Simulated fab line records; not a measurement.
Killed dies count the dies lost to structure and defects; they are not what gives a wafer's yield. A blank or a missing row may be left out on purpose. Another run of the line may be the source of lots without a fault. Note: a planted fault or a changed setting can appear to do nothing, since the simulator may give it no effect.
fab line records | flow nandHarc
record: lots: 12 | wafers: 36 | lastDay: 24
route steps=1159 shown A_CONTACT@935 A_BLC@969 END@1159
lots that met no fault: taken from a fault-free run of the same line
startH: the number of hours between the record's first day and the start of the first shown wafer of the lot | waitH: hours since the lot's step before | " as in the row above | L1.1+2: a single row standing in for several wafers | - no value, or no start given | * or withheld: withheld | < > ~ a bound
route shown NAME@n: a module of which the file shows steps, and the number in the route of the first | usual: mean and standard deviation over wafers with no fault | same: alike in all rows | chamber/n: place in a boat | sites: readings site by site | _std_site: the values' standard deviation | _edge_site: inner sites' mean taken away from outer sites' mean | radiusMm: how far each site lies from the wafer's centre | mask NAME#n: copy n | behind: tool/chamber where the wafer was last shaped | hold: why the lot was held/for how many hours/how that ended | device: whichever transistor did not switch (one of n, p or np) | end of line: tests of these same wafers at the route's end | for a step that has no rows: nothing shown but its recipe | killed: dies that structure and defects cost at the first sort, which is not the same as the wafer's yield | map: the dies of a wafer, with x for killed, . for not killed, _ for no die there
set.NAME: setting as actually run; set.NAME@STEP: the setting as run at that earlier step | model.NAME: the simulator's own value behind a step, which no gauge read
a sample of lots followed through the steps of the route, with each step as a table and each wafer as a row
services: the hour from which a tool's chamber was out of use, counted from the record's first day as startH (under 0 if before that day), plus the number of hours and why
== steps ==
step: NHARC_A_CONTACT_CD_MEAS_08
recipe: targetCdNm: 100 | landingEnergyEv: 500
usual: cdNm: 99.9/0.61
lot.wafer | tool     | chamber | startH | waitH | cdNm
L565.1    | cdSem-03 | 0       | 384.51 | -     | 99.7
L565.5    | "        | 0       | "      | "     | 99.1
L565.6    | "        | 0       | "      | "     | 99.4
L570.1    | cdSem-02 | 0       | 394.54 | -     | 100.1
L570.4    | "        | 0       | "      | "     | 100.4
L570.5    | "        | 0       | "      | "     | 99.8
L567.3    | cdSem-03 | 0       | 395.79 | -     | 100.1
L567.4    | "        | 0       | "      | "     | 100.4
L567.5    | "        | 0       | "      | "     | 99.2
L571.3    | cdSem-03 | 0       | 414.84 | -     | 99.5
L571.5    | "        | 0       | "      | "     | 99.9
L571.6    | "        | 0       | "      | "     | 100.5
L569.2    | cdSem-03 | 0       | 423.77 | -     | 100.4
L569.4    | "        | 0       | "      | "     | 100.0
L569.5    | "        | 0       | "      | "     | 100.3
L573.2    | cdSem-02 | 0       | 436.98 | -     | 100.8
L573.3    | "        | 0       | "      | "     | 100.8
L573.6    | "        | 0       | "      | "     | 100.1
L575.1    | cdSem-01 | 0       | 465.21 | -     | 99.6
L575.2    | "        | 0       | "      | "     | 99.9
L575.5    | "        | 0       | "      | "     | 99.5
L580.2    | cdSem-03 | 0       | 483.61 | -     | 100.8
L580.4    | "        | 0       | "      | "     | 100.4
L580.5    | "        | 0       | "      | "     | 100.0
L581.2    | cdSem-01 | 0       | 484.43 | -     | 100.9
L581.3    | "        | 0       | "      | "     | 99.3
L581.6    | "        | 0       | "      | "     | 98.9
L584.2    | cdSem-02 | 0       | 497.32 | -     | 99.2
L584.3    | "        | 0       | "      | "     | 100.0
L584.5    | "        | 0       | "      | "     | 99.2
L585.1    | cdSem-02 | 0       | 514.15 | -     | 99.3
L585.4    | "        | 0       | "      | "     | 100.0
L585.6    | "        | 0       | "      | "     | 99.0
L587.1    | cdSem-03 | 0       | 521.69 | -     | 99.8
L587.4    | "        | 0       | "      | "     | 98.9
L587.6    | "        | 0       | "      | "     | 99.8
step: NHARC_A_CONTACT_ETCH_88
recipe: targetDepthA: 390 | overEtchFrac: 0.3 | timeS: 65 | ionEnergyEv: 80 | cf4FlowSccm: 150 | arFlowSccm: 0 | rfW: 300 | biasW: 100 | chemistry: CF4
usual: chamberPressureMTorr: 50.00/0.045 | drypumpMotorCurrentA: 5.8/0.5 | oesProductAu: 1.000/0.0098 | rfVppV: 151.5/1.2 | showerheadPlenumPTorr: 1.78/0.077 | throttleValvePct: 13.284/0.0091
lot.wafer | tool       | chamber | startH | waitH | chamberPressureMTorr | drypumpMotorCurrentA | oesProductAu | rfHoursCounterH | rfVppV | showerheadPlenumPTorr | throttleValvePct
L565.1    | rieDiel-08 | 3       | 384.83 | 0.1   | 50.02                | 6.0                  | 0.978        | 29              | 152.9  | 1.81                  | 13.302
L565.5    | "          | 2       | "      | "     | 50.00                | 5.6                  | 0.996        | -               | 153.6  | 1.90                  | 13.278
L565.6    | "          | 3       | "      | "     | 50.03                | 6.0                  | 0.992        | -               | 151.2  | 1.81                  | 13.296
L570.4    | rieDiel-01 | 3       | 394.83 | 0.1   | 50.00                | 5.0                  | 1.001        | 27              | 151.1  | 1.80                  | 13.282
L570.1    | "          | 0       | "      | "     | 50.07                | 6.0                  | 0.996        | 26              | 152.7  | 1.88                  | 13.278
L570.5    | "          | 1       | "      | "     | 49.95                | 5.6                  | 1.011        | -               | 151.6  | 1.76                  | 13.276
L567.3    | rieDiel-01 | 3       | 396.10 | 0.1   | 50.02                | 5.0                  | 0.991        | 28              | 152.1  | 1.80                  | 13.275
L567.4    | "          | 1       | "      | "     | 49.98                | 5.6                  | 1.007        | 28              | 149.8  | 1.76                  | 13.281
L567.5    | "          | 3       | "      | "     | 50.02                | 5.0                  | 0.991        | -               | 150.9  | 1.80                  | 13.293
L571.3    | rieDiel-08 | 0       | 415.11 | 0.1   | 50.04                | 5.5                  | 0.992        | 43              | 152.6  | 1.79                  | 13.280
L571.6    | "          | 3       | "      | "     | 50.03                | 6.0                  | 1.003        | -               | 152.9  | 1.81                  | 13.289
L571.5    | "          | 0       | "      | "     | 50.00                | 5.5                  | 0.986        | -               | 150.4  | 1.79                  | 13.288
L569.4    | rieDiel-01 | 3       | 424.04 | 0.1   | 50.07                | 5.0                  | 0.990        | 36              | 151.4  | 1.80                  | 13.278
L569.2    | "          | 1       | "      | "     | 50.01                | 5.6                  | 1.008        | 37              | 152.3  | 1.76                  | 13.290
L569.5    | "          | 0       | "      | "     | 49.95                | 6.0                  | 0.987        | -               | 153.7  | 1.88                  | 13.282
L573.2    | rieDiel-07 | 2       | 437.27 | 0.1   | 50.00                | 5.5                  | 1.008        | 4               | 151.8  | 1.71                  | 13.277
L573.3    | "          | 1       | "      | "     | 49.99                | 5.4                  | 0.996        | 3               | 153.8  | 1.86                  | 13.281
L573.6    | "          | 3       | "      | "     | 50.02                | 6.8                  | 0.997        | -               | 152.7  | 1.85                  | 13.285
L575.1    | rieDiel-07 | 3       | 465.48 | 0.1   | 49.90                | 6.7                  | 0.996        | 10              | 153.3  | 1.84                  | 13.278
L575.2    | "          | 0       | "      | "     | 49.90                | 5.7                  | 1.004        | 9               | 149.7  | 1.67                  | 13.303
L575.5    | "          | 0       | "      | "     | 50.13                | 5.7                  | 1.011        | -               | 152.1  | 1.67                  | 13.286
L580.4    | rieDiel-01 | 0       | 483.88 | 0.1   | 49.98                | 6.0                  | 0.998        | 60              | 152.2  | 1.88                  | 13.289
L580.2    | "          | 3       | "      | "     | 49.97                | 5.0                  | 1.003        | 60              | 151.1  | 1.79                  | 13.272
L580.5    | "          | 1       | "      | "     | 50.03                | 5.7                  | 1.017        | -               | 151.1  | 1.75                  | 13.277
L581.3    | rieDiel-07 | 1       | 484.71 | 0.1   | 49.98                | 5.4                  | 0.983        | 12              | 152.7  | 1.86                  | 13.286
L581.2    | "          | 3       | "      | "     | 50.04                | 6.8                  | 0.997        | 15              | 153.0  | 1.84                  | 13.292
L581.6    | "          | 1       | "      | "     | 49.99                | 5.4                  | 0.986        | -               | 151.8  | 1.86                  | 13.283
L584.3    | rieDiel-07 | 3       | 497.67 | 0.1   | 50.07                | 6.8                  | 0.993        | 17              | 152.2  | 1.84                  | 13.280
L584.2    | "          | 0       | "      | "     | 50.01                | 5.7                  | 1.008        | 15              | 150.0  | 1.67                  | 13.288
L584.5    | "          | 0       | "      | "     | 50.01                | 5.7                  | 1.002        | -               | 150.0  | 1.67                  | 13.294
L585.4    | rieDiel-07 | 3       | 514.47 | 0.1   | 50.00                | 6.8                  | 0.998        | 21              | 153.2  | 1.84                  | 13.294
L585.1    | "          | 1       | "      | "     | 49.94                | 5.4                  | 1.000        | 17              | 152.5  | 1.86                  | 13.288
L585.6    | "          | 2       | "      | "     | 50.01                | 5.5                  | 1.006        | -               | 150.5  | 1.71                  | 13.282
L587.4    | rieDiel-07 | 1       | 521.99 | 0.1   | 49.96                | 5.4                  | 0.992        | 20              | 150.5  | 1.86                  | 13.304
L587.1    | "          | 3       | "      | "     | 50.02                | 6.8                  | 0.997        | 24              | 151.3  | 1.84                  | 13.282
L587.6    | "          | 0       | "      | "     | 50.02                | 5.8                  | 1.005        | -               | 149.9  | 1.67                  | 13.282
step: NHARC_A_BLC_SOFTBAKE_05
recipe: tempC: 105 | timeS: 55
usual: heaterPowerTotalW: 188.45/0.14 | plateTempC: 105.03/0.13 | resistLineTempC: 22.98/0.1
lot.wafer | tool          | chamber | startH | waitH | heaterPowerTotalW | plateTempC | resistLineTempC
L565.1    | lithoTrack-06 | 0       | 393    | -     | 188.57            | 104.78     | 22.95
L565.5    | "             | 0       | "      | "     | 188.70            | 105.14     | 22.87
L565.6    | "             | 0       | "      | "     | 188.37            | 104.96     | 22.87
L570.1    | lithoTrack-01 | 0       | 399    | -     | 188.52            | 105.08     | 23.06
L570.4    | "             | 0       | "      | "     | 188.51            | 105.04     | 22.89
L570.5    | "             | 0       | "      | "     | 188.38            | 105.24     | 23.14
L567.3    | lithoTrack-01 | 0       | 404    | -     | 188.62            | 104.90     | 23.00
L567.4    | "             | 0       | "      | "     | 188.35            | 105.01     | 23.16
L567.5    | "             | 0       | "      | "     | 188.33            | 105.12     | 23.02
L571.3    | lithoTrack-04 | 0       | 420    | -     | 188.66            | 104.70     | 22.91
L571.5    | "             | 0       | "      | "     | 188.33            | 104.86     | 22.84
L571.6    | "             | 0       | "      | "     | 188.31            | 104.77     | 22.97
L569.2    | lithoTrack-01 | 0       | 430    | -     | 188.36            | 105.20     | 23.15
L569.4    | "             | 0       | "      | "     | 188.51            | 105.13     | 23.04
L569.5    | "             | 0       | "      | "     | 188.39            | 105.09     | 23.15
L573.2    | lithoTrack-06 | 0       | 446    | -     | 188.53            | 104.94     | 23.05
L573.3    | "             | 0       | "      | "     | 188.30            | 105.21     | 23.06
L573.6    | "             | 0       | "      | "     | 188.28            | 104.97     | 23.00
L575.1    | lithoTrack-01 | 0       | 470    | -     | 188.43            | 104.96     | 22.92
L575.2    | "             | 0       | "      | "     | 188.47            | 104.84     | 22.92
L575.5    | "             | 0       | "      | "     | 188.56            | 104.99     | 22.93
L580.2    | lithoTrack-06 | 0       | 493    | -     | 186.20            | 105.04     | 22.96
L580.4    | "             | 0       | "      | "     | 186.18            | 105.00     | 22.87
L580.5    | "             | 0       | "      | "     | 186.13            | 105.01     | 22.96
L581.2    | lithoTrack-06 | 0       | 493    | -     | 186.50            | 105.22     | 23.02
L581.3    | "             | 0       | "      | "     | 186.29            | 105.14     | 22.99
L581.6    | "             | 0       | "      | "     | 186.24            | 105.05     | 23.00
L584.2    | lithoTrack-01 | 0       | 505    | -     | 188.34            | 104.88     | 23.09
L584.3    | "             | 0       | "      | "     | 188.52            | 104.85     | 23.12
L584.5    | "             | 0       | "      | "     | 188.30            | 105.06     | 23.04
L585.1    | lithoTrack-01 | 0       | 521    | -     | 188.49            | 104.99     | 22.95
L585.4    | "             | 0       | "      | "     | 188.32            | 104.90     | 22.91
L585.6    | "             | 0       | "      | "     | 188.29            | 104.97     | 22.84
L587.1    | lithoTrack-04 | 0       | 529    | -     | 188.65            | 105.18     | 22.93
L587.4    | "             | 0       | "      | "     | 188.50            | 105.05     | 22.95
L587.6    | "             | 0       | "      | "     | 188.50            | 105.21     | 23.10
step: NHARC_A_BLC_DESCUM_15
recipe: timeS: 3 | o2FlowSccm: 200 | arFlowSccm: 0 | biasPowerW: 0 | chemistry: O2
usual: chamberPressureMTorr: 60.00/0.06 | drypumpMotorCurrentA: 5.61/0.23 | oesProductAu: 0.999/0.0088 | rfVppV: 57.6/0.81 | showerheadPlenumPTorr: 1.88/0.09 | throttleValvePct: 11.312/0.0085
lot.wafer | tool       | chamber | startH | waitH | chamberPressureMTorr | drypumpMotorCurrentA | oesProductAu | rfHoursCounterH | rfVppV | showerheadPlenumPTorr | throttleValvePct
L565.1    | rieDiel-11 | 3       | 394.38 | 0.1   | 60.11                | 5.90                 | 0.998        | 2               | 58.2   | 1.86                  | 11.306
L565.5    | "          | 3       | "      | "     | 60.02                | 5.88                 | 0.996        | -               | 57.2   | 1.86                  | 11.329
L565.6    | "          | 1       | "      | "     | 60.09                | 5.52                 | 0.999        | -               | 57.9   | 1.90                  | 11.319
L570.1    | rieDiel-09 | 0       | 400.53 | 0.1   | 60.06                | 5.34                 | 0.983        | 12              | 59.4   | 1.94                  | 11.316
L570.4    | "          | 1       | "      | "     | 60.02                | 5.71                 | 1.002        | 12              | 58.6   | 2.05                  | 11.307
L570.5    | "          | 3       | "      | "     | 59.99                | 5.54                 | 1.008        | -               | 57.0   | 1.82                  | 11.310
L567.4    | rieDiel-09 | 1       | 405.38 | 0.1   | 59.91                | 5.75                 | 1.004        | 12              | 58.5   | 2.05                  | 11.310
L567.3    | "          | 3       | "      | "     | 60.01                | 5.56                 | 1.018        | 13              | 59.1   | 1.82                  | 11.331
L567.5    | "          | 2       | "      | "     | 60.04                | 5.80                 | 1.009        | -               | 57.7   | 1.79                  | 11.323
L571.3    | rieDiel-11 | 1       | 421.45 | 0.1   | 59.98                | 5.50                 | 0.999        | 5               | 57.8   | 1.90                  | 11.308
L571.6    | "          | 2       | "      | "     | 60.11                | 5.60                 | 0.990        | -               | 56.7   | 1.82                  | 11.327
L571.5    | "          | 3       | "      | "     | 60.08                | 5.88                 | 1.000        | -               | 56.5   | 1.86                  | 11.307
L569.2    | rieDiel-09 | 1       | 430.70 | 0.1   | 59.94                | 5.72                 | 1.008        | 14              | 58.6   | 2.05                  | 11.316
L569.4    | "          | 2       | "      | "     | 59.99                | 5.80                 | 1.013        | 14              | 56.8   | 1.79                  | 11.310
L569.5    | "          | 3       | "      | "     | 59.97                | 5.53                 | 1.014        | -               | 58.4   | 1.82                  | 11.302
L573.2    | rieDiel-09 | 2       | 447.39 | 0.1   | 60.01                | 5.83                 | 0.993        | 1               | 57.7   | 1.79                  | 11.316
L573.3    | "          | 3       | "      | "     | 59.87                | 5.54                 | 0.997        | 1               | 58.2   | 1.82                  | 11.306
L573.6    | "          | 2       | "      | "     | 59.96                | 5.81                 | 0.985        | -               | 57.3   | 1.79                  | 11.332
L575.2    | rieDiel-09 | 1       | 471.38 | 0.1   | 60.05                | 5.73                 | 1.005        | 3               | 58.5   | 2.04                  | 11.303
L575.1    | "          | 2       | "      | "     | 59.97                | 5.82                 | 0.987        | 3               | 57.0   | 1.79                  | 11.299
L575.5    | "          | 2       | "      | "     | 59.98                | 5.78                 | 0.984        | -               | 56.1   | 1.79                  | 11.316
L580.2    | rieDiel-11 | 1       | 493.84 | 0.1   | 59.96                | 5.48                 | 1.000        | 14              | 57.3   | 1.90                  | 11.308
L580.4    | "          | 0       | "      | "     | 60.06                | 5.39                 | 0.994        | -               | 57.2   | 1.81                  | 11.314
L580.5    | "          | 3       | "      | "     | 59.90                | 5.89                 | 1.004        | -               | 58.6   | 1.86                  | 11.316
L581.2    | rieDiel-09 | 2       | 494.56 | 0.1   | 59.89                | 5.81                 | 0.992        | 5               | 57.4   | 1.79                  | 11.318
L581.3    | "          | 0       | "      | "     | 59.94                | 5.40                 | 1.001        | 6               | 57.7   | 1.94                  | 11.311
L581.6    | "          | 2       | "      | "     | 60.00                | 5.79                 | 0.986        | -               | 57.5   | 1.79                  | 11.315
L584.2    | rieDiel-09 | 2       | 506.07 | 0.1   | 59.99                | 5.82                 | 0.996        | 7               | 57.0   | 1.79                  | 11.313
L584.3    | "          | 0       | "      | "     | 59.85                | 5.37                 | 1.000        | 8               | 57.3   | 1.94                  | 11.308
L584.5    | "          | 2       | "      | "     | 60.09                | 5.82                 | 0.988        | -               | 56.5   | 1.79                  | 11.299
L585.4    | rieDiel-11 | 1       | 521.62 | 0.1   | 60.05                | 5.50                 | 0.990        | 18              | 58.1   | 1.90                  | 11.306
L585.1    | "          | 2       | "      | "     | 59.91                | 5.60                 | 0.988        | 12              | 58.0   | 1.82                  | 11.316
L585.6    | "          | 0       | "      | "     | 59.98                | 5.38                 | 1.002        | -               | 57.2   | 1.81                  | 11.324
L587.4    | rieDiel-09 | 2       | 529.69 | 0.1   | 59.99                | 5.84                 | 1.002        | 9               | 56.1   | 1.79                  | 11.326
L587.1    | "          | 1       | "      | "     | 60.09                | 5.71                 | 1.001        | 9               | 58.2   | 2.04                  | 11.308
L587.6    | "          | 2       | "      | "     | 59.90                | 5.81                 | 0.998        | -               | 58.1   | 1.79                  | 11.307
step: NHARC_END_SORT_01
recipe: tempC: 25
usual: killedAtArray: 28/11 | killedAtOther: 0.6/0.85 | killedAtPeriphery: 2.8/2.3 | killedDies: 31/11 | killedOpen: 3.1/1.6 | killedShort: 2.0/1.4
same: grossDies: 677
lot.wafer | tool      | chamber | startH | waitH | killedAtArray | killedAtOther | killedAtPeriphery | killedDies | killedOpen | killedShort
L569.2    | prober-02 | 0       | 480.40 | 2.8   | 36            | 0             | 4                 | 40         | 5          | 4
L569.4    | prober-02 | 0       | 482.00 | 3.4   | 43            | 0             | 2                 | 45         | 2          | 2
L569.5    | prober-02 | 0       | 482.79 | 3.7   | 32            | 0             | 1                 | 33         | 2          | 2
L573.2    | prober-01 | 0       | 491.16 | 2.7   | 39            | 0             | 1                 | 40         | 3          | 2
L573.3    | prober-01 | 0       | 491.95 | 3.0   | 33            | 1             | 0                 | 34         | 4          | 3
L573.6    | prober-01 | 0       | 494.30 | 3.9   | 42            | 0             | 0                 | 42         | 2          | 3
L580.2    | prober-02 | 0       | 544.57 | 2.8   | 25            | 1             | 1                 | 27         | 6          | 3
L580.4    | prober-02 | 0       | 546.16 | 3.4   | 23            | 0             | 2                 | 25         | 5          | 3
L580.5    | prober-02 | 0       | 546.95 | 3.7   | 30            | 0             | 3                 | 33         | 4          | 1
L581.2    | prober-01 | 0       | 544.60 | 2.8   | 28            | 2             | 6                 | 36         | 2          | 2
L581.3    | prober-01 | 0       | 545.41 | 3.1   | 38            | 0             | 4                 | 42         | 4          | 2
L581.6    | prober-01 | 0       | 547.82 | 4.0   | 20            | 1             | 7                 | 28         | 3          | 3
L584.2    | prober-01 | 0       | 557.13 | 2.8   | 51            | 0             | 4                 | 55         | 5          | 1
L584.3    | prober-01 | 0       | 557.93 | 3.1   | 41            | 0             | 3                 | 44         | 4          | 0
L584.5    | prober-01 | 0       | 559.52 | 3.7   | 45            | 0             | 4                 | 49         | 3          | 1
killed by level:class
L569.2 A_SLIT:chamberFilmFlake=12 A_CHANNEL_HOLE_D1:chamberFilmFlake=10 A_CONTACT:chamberFilmFlake=4 A_STAIRCASE:chamberFilmFlake=3 P_CONTACT:geometricParticle:open=2 P_GATE:chamberFilmFlake=2 A_SOURCE_PLATE:geometricParticle:short=1 A_CHANNEL_FILL_D1:geometricParticle:short=1
L569.4 A_SLIT:chamberFilmFlake=16 A_CHANNEL_HOLE_D1:chamberFilmFlake=15 A_STAIRCASE:chamberFilmFlake=4 A_CONTACT:chamberFilmFlake=3 A_WL_FILL:geometricParticle:open=2 A_CHANNEL_HOLE_D1:geometricParticle:short=1 A_WL_FILL:geometricParticle:short=1 P_ZERO_WELL:chamberFilmFlake=1
L569.5 A_CHANNEL_HOLE_D1:chamberFilmFlake=14 A_SLIT:chamberFilmFlake=9 A_CONTACT:chamberFilmFlake=3 A_STAIRCASE:chamberFilmFlake=2 A_CHANNEL_FILL_D1:geometricParticle:short=1 A_SGD_CUT:geometricParticle:open=1 A_SGD_CUT:geometricParticle:short=1 A_WL_FILL:geometricParticle:open=1
L573.2 A_CHANNEL_HOLE_D1:chamberFilmFlake=13 A_SLIT:chamberFilmFlake=11 A_STAIRCASE:chamberFilmFlake=8 A_CONTACT:chamberFilmFlake=3 A_CONTACT:geometricParticle:open=2 P_STI:geometricParticle:open=1 A_ONON_D1:geometricParticle:short=1 A_WL_FILL:geometricParticle:short=1
L573.3 A_CHANNEL_HOLE_D1:chamberFilmFlake=9 A_SLIT:chamberFilmFlake=7 A_STAIRCASE:chamberFilmFlake=6 A_CONTACT:chamberFilmFlake=4 A_CONTACT:geometricParticle:open=2 A_CHANNEL_HOLE_D1:geometricParticle:short=1 A_CHANNEL_FILL_D1:geometricParticle:open=1 A_CHANNEL_FILL_D1:geometricParticle:short=1
L573.6 A_CHANNEL_HOLE_D1:chamberFilmFlake=16 A_SLIT:chamberFilmFlake=12 A_STAIRCASE:chamberFilmFlake=9 A_WL_FILL:geometricParticle:short=2 A_WL_FILL:geometricParticle:open=2 A_ONON_D1:geometricParticle:short=1
L580.2 A_CHANNEL_HOLE_D1:chamberFilmFlake=14 A_M0:geometricParticle:open=4 A_CONTACT:chamberFilmFlake=2 P_GATE:geometricParticle:open=1 A_CHANNEL_HOLE_D1:geometricParticle:short=1 A_SGD_CUT:geometricParticle:short=1 A_M1:geometricParticle:open=1 STARTING-WAFER:geometricParticle:short=1
L581.2 A_SLIT:chamberFilmFlake=16 A_CONTACT:chamberFilmFlake=7 P_ZERO_WELL:chamberFilmFlake=5 A_CHANNEL_HOLE_D1:chamberFilmFlake=2 THIN_TSV:chamberFilmFlake=2 P_M0:geometricParticle:open=1 A_ONON_D1:geometricParticle:short=1 A_CONTACT:geometricParticle:open=1
L581.3 A_CONTACT:chamberFilmFlake=14 A_SLIT:chamberFilmFlake=11 A_CHANNEL_HOLE_D1:chamberFilmFlake=4 P_ZERO_WELL:chamberFilmFlake=3 A_STAIRCASE:chamberFilmFlake=3 A_BLC:geometricParticle:open=2 P_M2:geometricParticle:open=1 A_SOURCE_PLATE:geometricParticle:short=1
L580.4 A_CHANNEL_HOLE_D1:chamberFilmFlake=14 A_M0:geometricParticle:open=2 A_CHANNEL_FILL_D1:chamberFilmFlake=2 P_STI:geometricParticle:open=1 P_M1:geometricParticle:short=1 A_CHANNEL_HOLE_D1:geometricParticle:open=1 A_CHANNEL_FILL_D1:geometricParticle:open=1 A_SGD_CUT:geometricParticle:short=1
L580.5 A_CHANNEL_HOLE_D1:chamberFilmFlake=21 A_CONTACT:chamberFilmFlake=3 P_CONTACT:chamberFilmFlake=2 P_CONTACT:geometricParticle:open=1 A_CHANNEL_FILL_D1:geometricParticle:open=1 A_CHANNEL_FILL_D1:geometricParticle:short=1 A_CONTACT:geometricParticle:open=1 A_M0:geometricParticle:open=1
L581.6 A_SLIT:chamberFilmFlake=11 P_ZERO_WELL:chamberFilmFlake=3 A_WL_FILL:geometricParticle:short=2 A_CHANNEL_HOLE_D1:chamberFilmFlake=2 A_CONTACT:chamberFilmFlake=2 P_CONTACT:geometricParticle:open=1 P_M2:geometricParticle:open=1 A_CONTACT:geometricParticle:open=1
L584.2 A_CHANNEL_HOLE_D1:chamberFilmFlake=24 A_SLIT:chamberFilmFlake=19 A_WL_FILL:chamberFilmFlake=2 A_CONTACT:chamberFilmFlake=2 P_M0:geometricParticle:short=1 P_M0:geometricParticle:open=1 A_CHANNEL_HOLE_D1:geometricParticle:open=1 A_CHANNEL_FILL_D1:geometricParticle:open=1
L584.3 A_SLIT:chamberFilmFlake=16 A_CHANNEL_HOLE_D1:chamberFilmFlake=13 A_CONTACT:chamberFilmFlake=7 P_ZERO_WELL:chamberFilmFlake=2 P_M0:geometricParticle:open=1 A_CHANNEL_FILL_D1:geometricParticle:open=1 A_M0:geometricParticle:open=1 A_M1:geometricParticle:open=1
L584.5 A_CHANNEL_HOLE_D1:chamberFilmFlake=21 A_SLIT:chamberFilmFlake=18 A_CONTACT:chamberFilmFlake=3 P_STI:geometricParticle:open=1 P_CONTACT:geometricParticle:open=1 A_SGD_CUT:geometricParticle:open=1 A_M0:geometricParticle:short=1 P_ZERO_WELL:chamberFilmFlake=1
== services ==
tool          | chamber | startH | hours | kind
rieDiel-09    | 0       | 361.10 | -     | clean
rieDiel-09    | 1       | 361.10 | -     | clean
rieDiel-09    | 2       | 361.10 | -     | clean
rieDiel-09    | 3       | 361.10 | -     | clean
rieDiel-11    | -       | 366.98 | 9.0   | pm
rieDiel-07    | 3       | 381.67 | 14.3  | repair
rieDiel-09    | 0       | 385.63 | -     | clean
rieDiel-09    | 1       | 385.63 | -     | clean
rieDiel-11    | 2       | 391.38 | 7.8   | repair
rieDiel-07    | -       | 405.20 | 9.0   | pm
rieDiel-09    | 2       | 425.96 | 4.0   | repair
rieDiel-09    | -       | 431.13 | 9.0   | pm
lithoTrack-01 | -       | 443.00 | 7.0   | pm
rieDiel-09    | 3       | 459.44 | 10.8  | repair
lithoTrack-06 | -       | 467.00 | 7.0   | pm
rieDiel-08    | -       | 478.86 | 9.0   | pm
rieDiel-11    | -       | 480.10 | 1.0   | repair
rieDiel-11    | 2       | 487.27 | 21.6  | repair
lithoTrack-04 | -       | 491.00 | 7.0   | pm
rieDiel-01    | -       | 492.38 | 9.0   | pm
rieDiel-08    | -       | 507.67 | 1.1   | repair
rieDiel-08    | 1       | 509.02 | 4.3   | repair
rieDiel-09    | -       | 520.36 | 0.8   | repair
rieDiel-09    | -       | 521.84 | 1.1   | repair
== key ==
firstSign: step: NHARC_A_BLC_SOFTBAKE_05 | reading: heaterPowerTotalW | direction: down | sigmas: 16 | usual: * | struck: *
effect none on later readings
metAt NHARC_A_BLC_SOFTBAKE_05
struckLots L580,L581
testerLeftOut L580,L581
notActingAt NHARC_A_CONTACT_CD_MEAS_08,NHARC_A_CONTACT_ETCH_88,NHARC_A_BLC_DESCUM_15
onsetBetween 446 493
fault: kind: processParameterDrift | tool: lithoTrack-06 | chamber: - | onsetH: 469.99 | steps: NHARC_A_BLC_SOFTBAKE_05 | channel: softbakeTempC | offset: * | shape: step | endH: 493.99 | actsIn: * | stated: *
testerLeftOut: of these lots the tester's yield and bins aren't shown, on N5 and GAA mostly nor the transistor test; their killed dies are dies lost to structure and defects alone, not to doping, threshold or leakage, so they don't give the yield
